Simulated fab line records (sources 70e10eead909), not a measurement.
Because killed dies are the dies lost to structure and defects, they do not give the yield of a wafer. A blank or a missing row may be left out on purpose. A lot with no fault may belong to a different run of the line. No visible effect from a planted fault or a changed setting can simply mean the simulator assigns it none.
One fault seen from 2 desks | flow nand_harc | each desk holds nothing but its own numbers, with what lay behind them at the end

AT THE METROLOGY DESK
Means of the sampled wafers that have a number, per lot and without regard to the tool the lot ran on: this is what the gauges read. The brackets show how far a lot's mean lies from the usual mean; more than 4 standard deviations puts the lot out of limits, marked OUT.
Columns: A = cd_nm at NHARC_A_BONDPAD_CD_MEAS_13, usual 501.0 nm
lot  | first seen here | A
L521 | day 23 14:51    | 502.2
L524 | day 23 20:42    | 501.9
L523 | day 23 21:18    | 499.6
L526 | day 24 13:47    | 499.0
L528 | day 25 20:49    | 500.9
L529 | day 26 07:22    | 500.2
L530 | day 26 19:07    | 505.3
L531 | day 27 12:16    | 500.9
L533 | day 27 14:10    | 501.3
L532 | day 27 21:39    | 503.3
L527 | day 28 12:22    | 501.8
L542 | day 31 21:07    | 503.7
L544 | day 31 23:34    | 499.1
L543 | day 32 00:11    | 499.2
Finding of this desk: none of the 14 lots has anything out of limits.

DESK OF THE TOOL OWNER: rie_metal-01
The tool's own readings at NHARC_THIN_TSV_ETCH_36 (etches the open film in Cl2/BCl3, target depth 65 nm, time 18.571 s): means of the sampled wafers that have a number, for each lot that ran on this tool. The brackets show how far a lot's mean lies from the usual mean; more than 4 standard deviations puts the lot out of limits, marked OUT.
Columns: A = chamber_pressure_mTorr at NHARC_THIN_TSV_ETCH_36, usual 10.000 mTorr; B = drypump_motor_current_A at NHARC_THIN_TSV_ETCH_36, usual 5.7 A; C = oes_product_au at NHARC_THIN_TSV_ETCH_36, usual 1.006 a.u.
lot  | first seen here | A      | B   | C
L521 | day 24 12:08    | 9.999  | 5.8 | 1.015
L524 | day 24 17:47    | 9.994  | 6.1 | 1.006
L526 | day 25 11:17    | 9.999  | 5.8 | 1.007
L529 | day 27 04:20    | 10.004 | 6.0 | 1.003
L527 | day 29 11:35    | 9.996  | 6.0 | 1.008
L542 | day 32 18:08    | 10.005 | 5.8 | 1.000
Finding of this desk: none of the 6 lots has anything out of limits.

ALL TOGETHER
At the metrology desk, nothing out of limits was observed.
The tool owner's desk saw nothing out of limits.

WHAT THE SIMULATOR HAD PUT IN
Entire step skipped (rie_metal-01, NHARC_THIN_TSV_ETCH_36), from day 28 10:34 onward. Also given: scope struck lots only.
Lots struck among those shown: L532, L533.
